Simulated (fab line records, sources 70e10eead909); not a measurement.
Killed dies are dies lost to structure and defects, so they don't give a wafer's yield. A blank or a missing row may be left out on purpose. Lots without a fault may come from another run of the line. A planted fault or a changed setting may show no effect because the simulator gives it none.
fab line records | flow nand_harc
record lots=6 wafers=14 last_day=26
route steps=1159 shown P_GATE@141 P_CONTACT@217 END@1159
lots that met no fault: from a run of the same line without faults
start_h: hours from the record's first day to the start of the lot's first wafer shown | wait_h: hours since the lot's step before | " the same as in the row above | L1.1+2: a row that stands for several wafers | - no value, or no start given | * or withheld: withheld | < > ~ a bound
route shown NAME@n: a module of which the file shows steps, and the number in the route of the first | usual: mean/standard deviation of fault-free wafers | same: alike in all rows | chamber/n: place in a boat | sites: the reading at each site | _std_site: their standard deviation | _edge_site: outer sites' mean less inner sites' | radius_mm: how far each site lies from the wafer's centre | mask NAME#n: copy n | behind: the tool/chamber that last shaped the wafer | hold: why the lot was held/for how many hours/how that ended | device: the transistor (n, p or np) that didn't switch | end of line: the same wafers' tests at the end of the route | a step without rows: its recipe alone | killed: dies lost to structure and defects at the first sort, not the wafer's yield | map: a wafer's dies, x killed, . not, _ none there
set.NAME: the setting as run; set.NAME@STEP: as run at that earlier step | model.NAME: the simulator's own value behind a step, which no gauge read
lots at some steps of the route; a table a step, a row a wafer
services: from which hour (start_h, from the record's first day; less than 0 if before it) a tool's chamber was out of use, for how many hours, and why
## steps
# step NHARC_P_GATE_CD_MEAS_26
# recipe target_cd_nm=120 landing_energy_ev=500
# usual cd_nm=120.2/0.55
# columns lot.wafer tool chamber start_h wait_h cd_nm
L199.1 cd_sem-01 0 114.76 - 120.4
L199.3 " 0 " " 121.2
L199.5 " 0 " " 120.7
L200.2 cd_sem-03 0 115.45 - 120.9
L200.3 " 0 " " 119.5
L200.5 " 0 " " 119.9
L204.1 cd_sem-02 0 141.85 - 120.1
L204.2 " 0 " " 120.4
L204.5 " 0 " " 119.9
L213.4 cd_sem-02 0 187.12 - 120.7
L217.5 cd_sem-03 0 213.01 - 119.6
L218.2 cd_sem-01 0 217.41 - 120.9
L218.4 " 0 " " 120.3
L218.6 " 0 " " 121.1
# step NHARC_P_GATE_OVL_MEAS_27
# usual overlay_x_nm=-0.1/0.87 overlay_y_nm=0.2/1.1
# columns lot.wafer tool chamber start_h wait_h overlay_x_nm overlay_y_nm
L199.1 overlay-01 - 114.85 - 0.3 0.2
L199.3 " - " " 0.1 0.6
L199.5 " - " " 0.4 0.0
L200.2 overlay-02 - 115.54 - 1.4 1.8
L200.3 " - " " 0.5 0.8
L200.5 " - " " 1.2 0.9
L204.1 overlay-02 - 141.95 - -0.8 0.2
L204.2 " - " " -0.7 0.0
L204.5 " - " " -0.4 0.4
L213.4 overlay-01 - 187.20 - 0.2 1.2
L217.5 overlay-02 - 213.09 - 0.2 -0.7
L218.2 overlay-01 - 217.50 - 0.9 -0.4
L218.4 " - " " 1.4 0.1
L218.6 " - " " 0.8 0.3
# step NHARC_P_GATE_INSPECT_28
# usual raw_defect_count=6.0/2.8
# columns lot.wafer tool chamber start_h wait_h raw_defect_count
L199.1 defect_inspect-02 - 114.88 0.0 5
L199.3 " - " " 6
L199.5 " - " " 13
L200.2 defect_inspect-02 - 115.58 0.0 11
L200.3 " - " " 7
L200.5 " - " " 5
L204.1 defect_inspect-01 - 141.99 0.0 6
L204.2 " - " " 3
L204.5 " - " " 5
L213.4 defect_inspect-01 - 187.24 0.0 8
L217.5 defect_inspect-02 - 213.12 0.0 3
L218.2 defect_inspect-02 - 217.53 0.0 8
L218.4 " - " " 8
L218.6 " - " " 5
# step NHARC_P_GATE_DESCUM_31
# recipe time_s=3 o2_flow_sccm=200 ar_flow_sccm=0 bias_power_w=0 chemistry=O2
# usual drypump_motor_current_A=5.8/0.44 oes_product_au=0.998/0.0097 rf_vpp_V=58.0/0.85 showerhead_plenum_p_Torr=1.94/0.082 throttle_valve_pct=11.311/0.0084
# same time_s=3
# columns lot.wafer tool chamber start_h wait_h drypump_motor_current_A oes_product_au rf_hours_counter_h rf_vpp_V showerhead_plenum_p_Torr throttle_valve_pct
L199.1 rie_diel-05 0 114.95 0.1 5.6 1.011 44 57.5 1.85 11.325
L199.3 " 2 " " 5.5 1.009 37 58.5 1.96 11.330
L199.5 " 0 " " 5.6 1.003 - 57.6 1.85 11.306
L200.3 rie_diel-07 3 115.63 0.1 5.0 0.984 8 58.8 2.05 11.304
L200.2 " 0 " " 6.0 0.997 8 59.0 1.91 11.310
L200.5 " 3 " " 5.0 0.980 - 58.9 2.05 11.309
L204.2 rie_diel-07 1 142.05 0.1 6.1 1.003 14 58.6 1.98 11.318
L204.1 " 2 " " 6.8 1.009 14 57.9 2.01 11.317
L204.5 " 1 " " 6.1 0.999 - 57.2 1.98 11.302
L213.4 rie_diel-07 2 187.38 0.1 6.7 1.003 - 57.6 2.01 11.306
L217.5 rie_diel-11 1 213.22 0.1 5.6 0.999 - 58.1 1.80 11.309
L218.2 rie_diel-07 1 217.59 0.1 6.1 1.003 26 57.8 1.98 11.306
L218.4 " 3 " " 5.0 0.989 27 57.5 2.05 11.322
L218.6 " 2 " " 6.8 1.018 - 59.5 2.01 11.314
# step NHARC_P_GATE_ETCH_104
# recipe target_depth_a=600 time_s=withheld cf4_flow_sccm=100 chf3_flow_sccm=30 ar_flow_sccm=0 rf_w=500 bias_w=200 chemistry=CF4/CHF3
# step NHARC_P_GATE_HM_OPEN_105
# recipe target_depth_a=3600 o2_flow_sccm=400 cos_flow_sccm=20 ar_flow_sccm=0 rf_w=500 bias_w=300 chemistry=O2/COS
# step NHARC_P_GATE_STRIP_106
# recipe o2_flow_sccm=400 cos_flow_sccm=20 ar_flow_sccm=0 bias_w=0 chemistry=O2/COS
# step NHARC_P_GATE_ETCH_114
# recipe target_depth_a=300 overetch_a=30 time_s=16.5 ion_energy_ev=100 cf4_flow_sccm=80 o2_flow_sccm=20 ar_flow_sccm=0 rf_w=300 bias_w=100 chemistry=CF4/O2
# step NHARC_P_GATE_ETCH_32
# recipe target_depth_a=1500 over_etch_frac=1 over_etch_ion_energy_ev=40 time_s=100.1 hbr_flow_sccm=150 cl2_flow_sccm=50 rf_w=400 icp_w=400 bias_w=100 chemistry=HBr/Cl2
# step NHARC_P_GATE_STRIP_108
# recipe o2_flow_sccm=500 ar_flow_sccm=0 bias_w=0 chemistry=O2
# usual drypump_motor_current_A=5.8/0.42 oes_product_au=0.999/0.0097 rf_vpp_V=57.8/0.91 showerhead_plenum_p_Torr=3.53/0.15 throttle_valve_pct=17.036/0.0099
# columns lot.wafer tool chamber start_h wait_h drypump_motor_current_A oes_product_au rf_hours_counter_h rf_vpp_V showerhead_plenum_p_Torr throttle_valve_pct
L199.1 rie_diel-11 2 115.57 - 6.0 0.998 34 58.2 3.40 17.036
L199.3 " 0 " " 6.1 1.008 32 54.9 3.40 17.049
L199.5 " 2 " " 6.0 1.001 - 59.5 3.40 17.038
L200.2 rie_diel-07 1 116.27 - 6.1 0.994 8 58.4 3.65 17.041
L200.3 " 3 " " 5.1 0.991 8 59.2 3.77 17.035
L200.5 " 0 " " 6.1 0.995 - 57.9 3.52 17.051
L204.1 rie_diel-11 0 142.67 - 6.2 1.014 43 57.7 3.40 17.052
L204.2 " 1 " " 5.7 0.999 45 55.5 3.35 17.012
L204.5 " 0 " " 6.1 1.002 - 56.6 3.40 17.033
L213.4 rie_diel-07 3 188.14 - 5.0 0.986 - 58.1 3.76 17.029
L217.5 rie_diel-07 3 213.87 - 5.1 0.971 - 56.8 3.76 17.035
L218.4 rie_diel-05 3 218.30 - 5.6 0.980 19 58.3 3.67 17.037
L218.2 " 1 " " 5.7 1.000 17 59.0 3.62 17.050
L218.6 " 3 " " 5.6 0.998 - 57.4 3.67 17.038
# step NHARC_P_GATE_CD_MEAS_33
# usual cd_nm=122.1/2.5
# columns lot.wafer tool chamber start_h wait_h cd_nm
L199.1 cd_sem-01 - 115.75 - 120.8
L199.3 " - " " 121.7
L199.5 " - " " 121.7
L200.2 cd_sem-01 - 116.44 - 121.4
L200.3 " - " " 117.5
L200.5 " - " " 120.7
L204.1 cd_sem-03 - 142.84 - 122.5
L204.2 " - " " 122.5
L204.5 " - " " 124.7
L213.4 cd_sem-01 - 188.25 0.1 127.1
L217.5 cd_sem-03 - 213.99 - 123.9
L218.2 cd_sem-03 - 218.48 - 123.6
L218.4 " - " " 119.7
L218.6 " - " " 123.2
# step NHARC_P_GATE_STRIP_35
# recipe time_s=600 temp_c=130 chemistry=SPM
# step NHARC_P_GATE_PRECLEAN_73
# recipe time_s=* temp_c=50 bath_age_min=0 chemistry=SC1
# usual sc1_h2o2_end_mol_l=0.3698/0.0007
# same time_s=*
# columns lot.wafer tool chamber start_h wait_h sc1_h2o2_end_mol_l
L199.5 wet_bench-02 7 115.87 - 0.3700
L199.3 " 2 " " 0.3679
L199.1 " 3 " " 0.3701
L200.3 wet_bench-02 2 116.58 - 0.3694
L200.5 " 3 " " 0.3695
L200.2 " 4 " " 0.3700
L204.2 wet_bench-04 6 142.97 - 0.3702
L204.1 " 7 " " 0.3699
L204.5 " 2 " " 0.3701
L213.4 wet_bench-02 7 188.39 - 0.3695
L217.5 wet_bench-02 7 214.11 - 0.3691
L218.6 wet_bench-06 3 218.60 - 0.3698
L218.4 " 4 " " 0.3711
L218.2 " 5 " " 0.3707
# step NHARC_P_GATE_SRD_74
# step NHARC_P_GATE_ALD_36
# recipe target_thk_a=200 pulse_time_s=60 ald_cycles=223 temp_c=400 material=SiNx
# usual heater_power_w=857/91 precursor_pulse_height_rel=1.001/0.021
# columns lot.wafer tool chamber start_h wait_h heater_power_w precursor_pulse_height_rel
L199.1 ald_sin-01 1 116.21 - 973 1.009
L199.3 " 3 118.35 - 800 1.013
L199.5 " 2 121.57 - 936 0.977
L200.2 ald_sin-02 2 117.97 - 709 1.000
L200.3 " 0 120.11 - 853 1.017
L200.5 " 2 122.25 - 689 1.024
L204.1 ald_sin-01 2 143.30 - 917 1.023
L204.2 " 0 145.41 - 782 1.036
L204.5 " 2 147.53 - 939 0.994
L213.4 ald_sin-01 0 191.88 - 801 0.967
L217.5 ald_sin-01 0 218.57 - 784 0.999
L218.4 ald_sin-03 1 221.05 - 679 0.997
L218.2 " 2 222.10 - 1049 0.997
L218.6 " 3 223.16 - 912 0.999
# step NHARC_P_GATE_ETCHBACK_37
# recipe target_depth_a=345 time_s=17.2 chf3_flow_sccm=50 o2_flow_sccm=10 ar_flow_sccm=200 rf_w=500 bias_w=200 chemistry=CHF3/O2
# step NHARC_P_GATE_STRIP_101
# recipe time_s=20 o2_flow_sccm=500 ar_flow_sccm=0 bias_w=0 chemistry=O2
# step NHARC_P_GATE_PRECLEAN_97
# recipe time_s=600 temp_c=120 chemistry=SPM
# step NHARC_P_GATE_SRD_98
# step NHARC_P_GATE_PRECLEAN_99
# recipe time_s=* temp_c=50 bath_age_min=0 chemistry=SC1
# step NHARC_P_GATE_SRD_100
# step NHARC_P_GATE_DEHYDRATE_38
# recipe temp_c=150 time_s=120
# step NHARC_P_GATE_HMDS_39
# recipe time_s=30
# step NHARC_P_GATE_COAT_40
# recipe spin_rpm=3000
# step NHARC_P_GATE_SOFTBAKE_41
# recipe temp_c=122 time_s=95
# step NHARC_P_GATE_EBR_42
# step NHARC_P_GATE_EXPOSE_43
# recipe na=0.6 target_cd_nm=720 dose_mj=14.81 mask_id=P_NSD
# step NHARC_P_GATE_PEB_44
# recipe peb_temp_c=118 peb_time_s=85
# step NHARC_P_GATE_DEVELOP_45
# recipe time_s=70
# step NHARC_P_GATE_CD_MEAS_46
# recipe target_cd_nm=720 landing_energy_ev=500
# usual cd_nm=720.6/1.5
# columns lot.wafer tool chamber start_h wait_h cd_nm
L199.1 cd_sem-02 0 126.89 - 721.4
L199.3 " 0 " " 720.9
L199.5 " 0 " " 722.1
L200.2 cd_sem-01 0 127.39 - 719.6
L200.3 " 0 " " 720.6
L200.5 " 0 " " 724.4
L204.1 cd_sem-01 0 153.84 - 721.1
L204.2 " 0 " " 722.8
L204.5 " 0 " " 722.6
L213.4 cd_sem-03 0 199.20 - 721.6
L217.5 cd_sem-03 0 224.84 - 722.5
L218.2 cd_sem-02 0 229.34 - 723.6
L218.4 " 0 " " 722.3
L218.6 " 0 " " 721.1
# step NHARC_P_GATE_HARDBAKE_47
# recipe temp_c=125 time_s=80
# step NHARC_P_GATE_DESCUM_48
# recipe time_s=3 o2_flow_sccm=200 ar_flow_sccm=0 bias_power_w=0 chemistry=O2
# step NHARC_P_GATE_IMPLANT_49
# recipe energy_kev=30 dose_cm2=3e+15 tilt_deg=7
# step NHARC_P_GATE_STRIP_111
# recipe power_w=1500 temp_c=110 time_s=250 chemistry=N2/H2
# usual drypump_motor_current_A=5.72/0.28 heater_power_w=89/9.1
# same time_s=250
# columns lot.wafer tool chamber start_h wait_h drypump_motor_current_A heater_power_w rf_hours_counter_h
L199.1 plasma_asher-01 0 127.48 0.2 5.76 85 4
L199.3 " 0 " " 5.75 84 -
L199.5 " 1 " " 5.41 84 -
L200.2 plasma_asher-02 1 127.96 0.2 6.21 83 32
L200.3 " 0 " " 5.62 107 -
L200.5 " 0 " " 5.63 108 -
L204.2 plasma_asher-02 1 154.45 0.2 6.22 83 40
L204.1 " 0 " " 5.60 107 40
L204.5 " 0 " " 5.65 103 -
L213.4 plasma_asher-01 0 200.81 1.2 5.71 84 -
L217.5 plasma_asher-02 1 225.60 0.3 6.23 82 -
L218.2 plasma_asher-02 0 229.94 0.2 5.65 105 14
L218.4 " 0 " " 5.63 107 -
L218.6 " 1 " " 6.23 83 -
# step NHARC_P_GATE_STRIP_75
# recipe power_w=1500 temp_c=250 chemistry=O2
# usual drypump_motor_current_A=5.72/0.28 heater_power_w=332/33
# columns lot.wafer tool chamber start_h wait_h drypump_motor_current_A heater_power_w rf_hours_counter_h
L199.1 plasma_asher-01 0 127.74 0.2 5.71 326 4
L199.3 " 0 " " 5.70 315 -
L199.5 " 1 " " 5.45 309 -
L200.2 plasma_asher-02 1 128.23 0.2 6.20 315 33
L200.3 " 0 " " 5.62 392 -
L200.5 " 0 " " 5.63 399 -
L204.2 plasma_asher-02 1 154.75 0.3 6.22 313 40
L204.1 " 0 " " 5.62 392 40
L204.5 " 0 " " 5.63 401 -
L213.4 plasma_asher-01 0 200.99 0.1 5.74 323 -
L217.5 plasma_asher-02 1 225.71 0.1 6.23 317 -
L218.2 plasma_asher-02 0 230.20 0.2 5.67 397 14
L218.4 " 0 " " 5.64 392 -
L218.6 " 1 " " 6.20 316 -
# step NHARC_P_GATE_STRIP_50
# recipe time_s=900 temp_c=130 chemistry=SPM
# step NHARC_P_GATE_DEHYDRATE_51
# recipe temp_c=150 time_s=120
# step NHARC_P_GATE_HMDS_52
# recipe time_s=30
# step NHARC_P_GATE_COAT_53
# recipe spin_rpm=3000
# step NHARC_P_GATE_SOFTBAKE_54
# recipe temp_c=122 time_s=95
# step NHARC_P_GATE_EBR_55
# step NHARC_P_GATE_EXPOSE_56
# recipe na=0.6 target_cd_nm=720 dose_mj=14.81 mask_id=P_PSD
# step NHARC_P_GATE_INSPECT_68
# usual raw_defect_count=218/91
# columns lot.wafer tool chamber start_h wait_h hold raw_defect_count
L199.1 defect_inspect-02 - 133.44 0.2 - 275
L199.3 " - " " - 395
L199.5 " - " " - 346
L200.2 defect_inspect-01 - 134.07 0.1 - 116
L200.3 " - " " - 148
L200.5 " - " " - 105
L204.1 defect_inspect-01 - 160.43 0.2 - 230
L204.2 " - " " - 107
L204.5 " - " " - 235
L213.4 defect_inspect-02 - 207.38 0.1 await_dispo/0.2h/release 1229
L213.4 defect_inspect-02 - 207.56 0.2 - 1232
L217.5 defect_inspect-01 - 231.47 0.1 await_dispo/0.2h/release 1321
L217.5 defect_inspect-01 - 231.64 0.2 - 1341
L218.2 defect_inspect-01 - 238.85 0.1 - 233
L218.4 " - " " - 244
L218.6 " - " " - 189
# step NHARC_P_CONTACT_DEP_30
# recipe target_thk_a=300 temp_c=400 target_thk_nm=30 flow_sccm=200 rf_w=450 material=SiNx
# usual heater_power_w=740/71
# columns lot.wafer tool chamber start_h wait_h hold heater_power_w
L199.3 pecvd-04 1 133.51 0.1 - 839
L199.1 " 2 " " - 860
L199.5 " 0 " " - 768
L200.2 pecvd-02 0 134.14 0.1 - 693
L200.3 " 2 " " - 686
L200.5 " 1 " " - 692
L204.1 pecvd-04 1 160.50 0.1 - 793
L204.2 " 2 " " - 889
L204.5 " 1 " " - 774
L213.4 pecvd-01 0 209.98 2.4 await_dispo/2.0h/release 703
L217.5 pecvd-01 1 234.82 3.2 await_dispo/2.2h/release 727
L218.2 pecvd-04 2 238.95 0.1 - 856
L218.6 " 1 " " - 836
L218.4 " 2 " " - 864
# step NHARC_END_SORT_01
# recipe temp_c=25
# usual killed_at_array=29/11 killed_at_other=0.7/1.1 killed_at_periphery=3.1/2 killed_dies=33/11 killed_open=3.5/1.8 killed_short=2.0/1.4
# same gross_dies=677
# columns lot.wafer tool chamber start_h wait_h killed_at_array killed_at_other killed_at_periphery killed_dies killed_open killed_short
L200.2 prober-01 0 473.27 2.8 38 0 3 41 4 1
L200.3 prober-01 0 474.06 3.1 36 1 0 37 5 1
L200.5 prober-01 0 475.64 3.7 33 1 3 37 4 1
L199.1 prober-02 0 491.82 2.5 11 0 1 12 3 1
L199.3 prober-02 0 493.41 3.1 11 1 4 16 0 4
L199.5 prober-02 0 495.01 3.7 8 0 3 11 3 1
L204.1 prober-01 0 495.78 2.5 30 0 4 34 7 3
L204.2 prober-01 0 496.57 2.8 22 1 3 26 3 2
L204.5 prober-01 0 498.94 3.7 28 0 2 30 5 2
L217.5 prober-02 0 556.96 3.7 16 0 104 120 4 0
L218.2 prober-01 0 570.89 2.8 19 0 4 23 1 1
L218.4 prober-01 0 572.50 3.4 32 1 5 38 6 5
L218.6 prober-01 0 574.11 4.0 23 1 2 26 4 1
L213.4 prober-01 0 612.66 3.4 54 0 101 155 3 2
# killed by level:class
L200.2 A_CHANNEL_HOLE_D1:chamber_film_flake=15 A_SLIT:chamber_film_flake=10 A_BONDPAD:chamber_film_flake=5 A_CONTACT:geometric_particle:open=2 P_CONTACT:geometric_particle:open=1 P_M0:geometric_particle:open=1 A_CHANNEL_FILL_D1:geometric_particle:short=1 P_CONTACT:chamber_film_flake=1
L200.3 A_CHANNEL_HOLE_D1:chamber_film_flake=12 A_SLIT:chamber_film_flake=11 A_CHANNEL_FILL_D1:chamber_film_flake=4 A_BONDPAD:chamber_film_flake=3 A_WL_FILL:geometric_particle:open=2 A_ONON_D1:geometric_particle:open=1 A_CONTACT:geometric_particle:open=1 A_M0:geometric_particle:open=1
L200.5 A_CHANNEL_HOLE_D1:chamber_film_flake=12 A_SLIT:chamber_film_flake=8 A_BONDPAD:chamber_film_flake=4 A_CHANNEL_FILL_D1:chamber_film_flake=3 A_STAIRCASE:chamber_film_flake=2 P_M1:geometric_particle:open=1 A_CHANNEL_FILL_D1:geometric_particle:short=1 A_SLIT:geometric_particle:open=1
L199.1 A_STAIRCASE:chamber_film_flake=2 A_SLIT:chamber_film_flake=2 A_CONTACT:chamber_film_flake=2 A_CHANNEL_FILL_D1:geometric_particle:open=1 A_CONTACT:geometric_particle:open=1 A_BLC:geometric_particle:open=1 A_BLC:geometric_particle:short=1 P_STI:chamber_film_flake=1
L199.3 A_CONTACT:chamber_film_flake=3 P_CONTACT:chamber_film_flake=2 A_CHANNEL_HOLE_D1:chamber_film_flake=2 A_SLIT:chamber_film_flake=2 P_STI:geometric_particle:short=1 A_WL_FILL:geometric_particle:short=1 A_CONTACT:geometric_particle:short=1 A_BLC:geometric_particle:short=1
L199.5 P_STI:chamber_film_flake=2 A_CONTACT:chamber_film_flake=2 A_CHANNEL_HOLE_D1:geometric_particle:open=1 A_CHANNEL_FILL_D1:geometric_particle:open=1 A_CONTACT:geometric_particle:open=1 A_M0:geometric_particle:short=1 P_CONTACT:chamber_film_flake=1 A_CHANNEL_HOLE_D1:chamber_film_flake=1
L204.1 A_CHANNEL_HOLE_D1:chamber_film_flake=17 A_CONTACT:chamber_film_flake=3 A_SGD_CUT:geometric_particle:short=2 A_BLC:geometric_particle:open=2 A_STAIRCASE:chamber_film_flake=2 P_GATE:geometric_particle:short=1 P_M0:geometric_particle:open=1 A_ONON_D1:geometric_particle:open=1
L204.2 A_CHANNEL_HOLE_D1:chamber_film_flake=11 A_CONTACT:chamber_film_flake=3 A_CHANNEL_FILL_D1:chamber_film_flake=2 P_M1:geometric_particle:short=1 A_CHANNEL_HOLE_D1:geometric_particle:open=1 A_CHANNEL_FILL_D1:geometric_particle:open=1 A_M0:geometric_particle:open=1 P_ZERO_WELL:chamber_film_flake=1
L204.5 A_CHANNEL_HOLE_D1:chamber_film_flake=13 A_STAIRCASE:chamber_film_flake=6 A_CONTACT:geometric_particle:open=3 P_CONTACT:geometric_particle:open=2 A_M0:chamber_film_flake=2 A_SOURCE_PLATE:geometric_particle:short=1 A_ONON_D1:geometric_particle:short=1 A_SGD_CUT:chamber_film_flake=1
L217.5 P_GATE:unspecified=100 A_STAIRCASE:chamber_film_flake=7 A_CHANNEL_HOLE_D1:chamber_film_flake=4 P_GATE:chamber_film_flake=2 A_CONTACT:chamber_film_flake=2 P_M0:geometric_particle:open=1 A_BLC:geometric_particle:open=1 A_M0:geometric_particle:open=1
L218.2 A_CHANNEL_HOLE_D1:chamber_film_flake=6 A_CONTACT:chamber_film_flake=5 A_ZERO_WELL:chamber_film_flake=4 P_ZERO_WELL:chamber_film_flake=3 A_CONTACT:geometric_particle:open=1 A_CONTACT:geometric_particle:short=1 P_GATE:chamber_film_flake=1 A_STAIRCASE:chamber_film_flake=1
L218.4 A_CHANNEL_HOLE_D1:chamber_film_flake=10 A_ZERO_WELL:chamber_film_flake=5 A_CONTACT:chamber_film_flake=5 A_STAIRCASE:chamber_film_flake=3 A_M0:geometric_particle:open=2 P_ZERO_WELL:chamber_film_flake=2 P_CONTACT:geometric_particle:short=1 P_M1:geometric_particle:short=1
L218.6 A_CHANNEL_HOLE_D1:chamber_film_flake=7 A_CONTACT:chamber_film_flake=4 A_SGD_CUT:chamber_film_flake=3 A_WL_FILL:chamber_film_flake=2 P_CONTACT:geometric_particle:open=1 THIN_TSV:chamber_film_flake=1 A_WL_FILL:geometric_particle:short=1 A_CONTACT:geometric_particle:open=1
L213.4 P_GATE:unspecified=100 A_CHANNEL_HOLE_D1:chamber_film_flake=25 A_SLIT:chamber_film_flake=13 A_CONTACT:chamber_film_flake=6 A_M0:geometric_particle:short=2 A_STAIRCASE:chamber_film_flake=2 A_WL_FILL:chamber_film_flake=2 A_ONON_D1:geometric_particle:open=1
# map L213.4 (x killed, . not)
____________.____________
_________....x.x_________
_______..xxx......_______
______...xxxx.x....______
_____..x.xxxxx......_____
____...xxxxxxxxx.....____
____...xxxxxxxxxx....____
___....xxxxxxxxx......___
___....xxxxxxxxx......___
__..x.xxxxxxxxxx.......__
__......xxxxxxxx.......__
_.....xxxxxxxxx........._
_......xxxxxxx.........._
_....xxxxxxxx.x........._
_..x...xx.xxxxx........._
_..x...x...x..xx........_
.....x...................
....xx...................
...xxx......x............
.........................
.........................
_....................x.._
_.....x...x............._
_...........x..........._
_....xx.......x...x....._
_.....x...x..x.xx...x..._
__..........x..x.......__
__....x.....xxxx...x...__
___..........x.x......___
___..........xxxx..x..___
____.........xx......____
____.......x....x....____
_____...x.....xx...._____
______........x..x.______
_______..........._______
_________......._________
____________.____________
# map L217.5 (x killed, . not)
____________.____________
_________x......_________
_______....xx.x..._______
______.xxxxxx......______
_____...x.xxxx......_____
____...xxxxxxxx...x..____
____.x.xxxxxxxx..x.x.____
___....xxxxxxxxx......___
___....xxxxxxxxxxx....___
__.....xxxxxxxxx.......__
__...xxxxxxxxxxx...x...__
_.....xxxxxxxxxx.x......_
_.....xxxxxxxxx........._
_......xxxxxxx.........._
_........xxx.x.........._
_........x..x..........._
.........................
.........x...............
...........x.............
....................x....
.........................
_x.......x.............._
_......................._
_....................x.._
_.....x............x...._
_......x................_
__.x...................__
__.....................__
___...................___
___......x............___
____.................____
____.................____
_____..............._____
______.............______
_______..........._______
_________......._________
____________.____________
## services
# columns tool chamber start_h hours kind
pecvd-02 - 91.28 0.5 repair
wet_bench-06 - 93.57 1.9 repair
ald_sin-02 - 93.66 0.7 repair
plasma_asher-01 - 99.46 9.0 pm
rie_diel-05 3 125.60 10.1 repair
ald_sin-01 3 135.23 4.0 repair
ald_sin-01 - 158.93 2.7 repair
wet_bench-02 - 160.93 2.2 repair
rie_diel-05 - 163.70 9.0 pm
rie_diel-07 1 164.41 13.7 repair
rie_diel-07 3 168.86 7.2 repair
wet_bench-02 - 180.00 8.0 pm
rie_diel-07 0 182.79 13.6 repair
plasma_asher-02 - 183.00 9.0 pm
rie_diel-11 - 190.18 9.0 pm
pecvd-04 - 195.04 13.0 pm
plasma_asher-02 - 196.08 6.0 repair
ald_sin-01 1 199.81 2.6 repair
rie_diel-05 1 223.34 2.1 repair
plasma_asher-01 - 227.17 6.5 repair
rie_diel-07 - 228.52 9.0 pm
rie_diel-11 3 230.67 8.3 repair
rie_diel-11 0 231.29 6.4 repair
ald_sin-01 0 238.31 3.1 repair
## key
first_sign step=NHARC_P_GATE_INSPECT_68 reading=raw_defect_count direction=up sigmas=12 usual=218 struck=1275
effect step=NHARC_P_GATE_INSPECT_68 reading=hold direction=added
effect step=NHARC_END_SORT_01 reading=killed_at_periphery direction=up sigmas=50 usual=3.1 struck=102.5
more_kills_born_at NHARC_P_GATE_PRECLEAN_73@wet_bench-02=200
met_at NHARC_P_GATE_PRECLEAN_73
struck_wafers L213.4,L217.5
tester_left_out L213,L217
onset_between 115.87 188.39
also_fits NHARC_P_GATE_STRIP_108:rie_diel-07,NHARC_P_GATE_ALD_36:ald_sin-01
fault kind=chamber_particle_source tool=wet_bench-02 chamber=7 onset_h=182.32 steps=NHARC_P_GATE_PRECLEAN_73 rate_per_visit_cm2=1.7319 end_h=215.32
# tester_left_out: of these lots the tester's yield and bins aren't shown, on N5 and GAA mostly nor the transistor test; their killed dies are dies lost to structure and defects alone, not to doping, threshold or leakage, so they don't give the yield
